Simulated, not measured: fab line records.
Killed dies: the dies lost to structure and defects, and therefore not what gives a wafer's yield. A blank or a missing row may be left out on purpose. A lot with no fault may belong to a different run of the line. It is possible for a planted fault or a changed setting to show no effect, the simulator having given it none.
A struck lot beside a sound one	flow n5Finfet	39 out of 1938 route steps
Sound: wafers L625.2, L625.4, L625.5. Struck: wafer L631.6 (left out: L631.3, L631.5 of the same lot, which were not struck); the cause appears at the end.
Per side, at each step with rows, come the tool, then ch with its chambers, and then its first start. Under that, the readings that differ: sound wafers	struck wafers	difference of the means	sigmas: that difference in standard deviations of wafers without a fault.
alike: words and numbers the same on both sides, and readings whose means are apart by under 2 such deviations; not compared: readings that were withheld, readings missing a value for some wafer, numbers with overlapping values and no deviation given by the record, and bounds like >300 which may hide the same value.
The two part at a step that has a row with sigmas, a row that says differs or no value, or rows on one side only. When numbers do not overlap yet have no deviation, they are printed without sigmas and do not part them. A reading missing from all wafers of one side parts the sides only when that side holds two or more wafers.

first, 10 steps without rows for these wafers: N5_PMOS_HMC_CHANNEL_EPI_PRECLEAN_37 (cleans in O3/DIW, time 45 s); N5_PMOS_HMC_CHANNEL_EPI_PRECLEAN_24 (cleans in DHF, time 30 s); N5_PMOS_HMC_CHANNEL_EPI_SRD_25 (time 30 s); N5_PMOS_HMC_CHANNEL_EPI_EPI_26 (deposits Si from SiH4/H2, target thk 3.8 nm, time 22.7 s); N5_FIN_SAQP_PRECLEAN_42 (cleans in O3/DIW, time 60 s); N5_FIN_SAQP_PRECLEAN_00 (cleans in SC1, time 60 s); N5_FIN_SAQP_PRECLEAN_44 (cleans in SC2, time 45 s); N5_FIN_SAQP_SRD_01 (time 30 s); N5_FIN_SAQP_ALD_61 (deposits SiO2, target thk 4 nm, pulse time 1 s, purge time 2 s); N5_FIN_SAQP_DENSIFY_62 (time 60 s).
N5_FIN_SAQP_HM_DEP_03: deposits SiNx from SiH4/NH3/N2, target thk 38 nm, time 33.6 s.
  sound on pecvd-04 ch 0,2, day 2 16:44; struck on pecvd-04 ch 0, day 4 02:59
  alike: heaterPowerW, showerheadPlenumPTorr, throttleValvePct
N5_FIN_SAQP_THK_MEAS_05:
  sound on filmMetro-02 at day 2 16:49; struck on filmMetro-02 at day 4 03:04
reading	sound	struck	difference	sigmas
thkNm (nm)	37.3 38.5 38.0	29.1	-8.8	-17
then, 24 steps without rows for these wafers: N5_FIN_SAQP_PECVD_47 (deposits a-Si from SiH4/He, target thk 45 nm, time 36.3 s); N5_FIN_SAQP_PECVD_48 (deposits SiNx from SiH4/NH3/N2, target thk 25 nm, time 22.1 s); N5_FIN_SAQP_PECVD_06 (deposits a-Si from SiH4/He, target thk 60 nm, time 48.1 s); N5_FIN_SAQP_HM_DEP_72 (deposits SiO2 from SiH4/N2O, target thk 12 nm, time 7.2 s); N5_FIN_SAQP_COAT_49 (time 60 s, resist thk 100 nm); N5_FIN_SAQP_COAT_50 (time 60 s, resist thk 35 nm); N5_FIN_SAQP_COAT_10 (resist thk 90 nm); N5_FIN_SAQP_EBR_12; N5_FIN_SAQP_SOFTBAKE_11 (time 60 s); N5_FIN_SAQP_EXPOSE_13 (exposes mask FIN CORE, target cd 35.6 nm); N5_FIN_SAQP_PEB_14 (peb time 60 s); N5_FIN_SAQP_DEVELOP_15 (develop time 30 s); N5_FIN_SAQP_DESCUM_21 (chemistry O2, time 7.9 s); N5_FIN_SAQP_ETCH_51 (etches SiARC in CF4, target depth 45.5 nm, time 75.8 s); N5_FIN_SAQP_ETCH_52 (etches SOC in N2/H2, target depth 100 nm, overetch 20 nm, time 150 s); N5_FIN_SAQP_STRIP_53 (strips in N2/H2); N5_FIN_SAQP_HM_OPEN_73 (chemistry CHF3/O2, target SiO2, stops on a-Si, target depth 12 nm, time 16.8 s); N5_FIN_SAQP_STRIP_74 (strips in CHF3/O2); N5_FIN_SAQP_MANDREL_ETCH_22 (etches a-Si in HBr/Cl2, stops on SiNx, target depth 60 nm, bt time 10 s, time 30 s); N5_FIN_SAQP_STRIP_55 (strips in N2/H2); N5_FIN_SAQP_STRIP_23 (strips in SPM, time 750 s); N5_FIN_SAQP_SRD_66 (time 30 s); N5_FIN_SAQP_RECESS_75 (chemistry HF/NH3, target SiO2, target depth 14.4 nm, afs cycles 3, sublimation time 60 s); N5_FIN_SAQP_SPACER1_ALD_24 (deposits SiO2, target thk 20.3 nm, pulse time 1 s, purge time 2 s).
N5_FIN_SAQP_OCD_MEAS_76:
  sound on ocd-01 at day 2 22:40; struck on ocd-01 at day 4 08:41
reading	sound	struck	difference	sigmas
trenchDepthNm (nm)	118.3 122.4 119.0	93.6	-26.3	-11
-- a jump in the record: the struck wafers' starts before and after are 6 days apart (it breaks off in module FIN_SAQP and resumes in module BEOL_M4, where the first step shown is number 1111 of the route) --
N5_BEOL_M4_RC_MEAS_101:
  sound on prober-02 ch 0, day 8 23:05; struck on prober-01 ch 0, day 10 19:36
reading	sound	struck	difference	sigmas
VT_P (mV)	-258 -254 -256	-247	+9	+2
  alike: DIBL_N, DIBL_P, IOFF_N, IOFF_P, ION_N, ION_P, SS_N, SS_P, VT_N
-- a jump in the record: the struck wafers' starts before and after are 4 days apart (it breaks off in module BEOL_M4 and resumes in module PASSIVATION, where the first step shown is number 1936 of the route) --
N5_PASSIVATION_PROBE_49:
  sound on prober-01 at day 13 12:26; struck on prober-01 at day 15 06:20
reading	sound	struck	difference	sigmas
defectLimitedYield (%)	92.3 94.5 92.5	49.4	-43.7	-29
killedAtFrontEnd	39 29 41	541	+505	+50
killedDies	91 65 89	597	+515	+29
killedOnRim	14 7 8	152	+142	+40
sort_bin_5_function (%)	4.7 3.1 4.1	22.5	+18.5	+20
sortNPass	1089 1115 1091	583	-515	-29
  alike: killed_at_M0_to_M3, killed_at_M4_up, killedAtContacts, killedAtOther, killedOpen, killedShort, sort_bin_6_memory, sort_bin_8_speed

== WHERE THEY PART ==
Earliest at N5_FIN_SAQP_THK_MEAS_05; latest, in this record, at N5_PASSIVATION_PROBE_49.

WHY: what had been put in by the simulator
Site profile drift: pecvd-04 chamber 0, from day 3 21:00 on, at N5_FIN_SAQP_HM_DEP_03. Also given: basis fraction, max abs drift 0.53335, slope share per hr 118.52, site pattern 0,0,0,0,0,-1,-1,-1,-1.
